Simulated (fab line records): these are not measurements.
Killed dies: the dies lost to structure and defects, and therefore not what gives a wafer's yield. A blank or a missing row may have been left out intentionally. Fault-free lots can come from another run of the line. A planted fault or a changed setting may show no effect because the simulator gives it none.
Matching of chambers :: flow n5_finfet :: N5_BEOL_M4_ETCHBACK_99 on rie_diel-01: 4 sister chambers
The step etches SiO2 in CHF3, target depth 5 nm, time 10.4 s. 4 wafers are shown with their chamber, then 9 later ones without.

WAFERS PAIRED WITH THEIR CHAMBERS
wafer: L086.5
chamber: 1
drypump_motor_current_A (A): 4.8

wafer: L089.1
chamber: 0
drypump_motor_current_A (A): 5.3

wafer: L089.3
chamber: 2
drypump_motor_current_A (A): 5.5

wafer: L089.6
chamber: 3
drypump_motor_current_A (A): 5.8

WAFERS WITH NO CHAMBER GIVEN
wafer: L093.1
drypump_motor_current_A (A): 5.4

wafer: L093.2
drypump_motor_current_A (A): 5.8

wafer: L093.4
drypump_motor_current_A (A): 4.8

wafer: L094.2
drypump_motor_current_A (A): 4.9

wafer: L094.4
drypump_motor_current_A (A): 5.5

wafer: L094.6
drypump_motor_current_A (A): 5.5

wafer: L096.2
drypump_motor_current_A (A): 5.7

wafer: L096.4
drypump_motor_current_A (A): 5.3

wafer: L096.6
drypump_motor_current_A (A): 5.5

WHICH CHAMBER EACH WENT THROUGH
wafer: L093.1
from the rows above: can't be placed: 2 or 0
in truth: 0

wafer: L093.2
from the rows above: 3
in truth: 3

wafer: L093.4
from the rows above: 1
in truth: 1

wafer: L094.2
from the rows above: 1
in truth: 1

wafer: L094.4
from the rows above: 2
in truth: 2

wafer: L094.6
from the rows above: 2
in truth: 2

wafer: L096.2
from the rows above: can't be placed: 3 or 2
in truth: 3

wafer: L096.4
from the rows above: 0
in truth: 0

wafer: L096.6
from the rows above: 2
in truth: 2
Correct placement for 7 of the 9. Unplaceable from these rows: 2, with the true chamber sitting among the candidates in 2. 0 placed wrongly.
How it was worked out, from the rows above alone: a wafer's distance from a chamber is the root of the sum, over the readings, of the square of ((its reading less the chamber's mean) divided by the reading's scatter). The wafer belongs to the nearest chamber; if the next one is less than 2 further off, it can't be placed. A chamber's mean is the mean of its shown wafers. The scatter: root of mean squared gap, hidden wafer to nearest shown wafer, with one shown wafer a chamber.
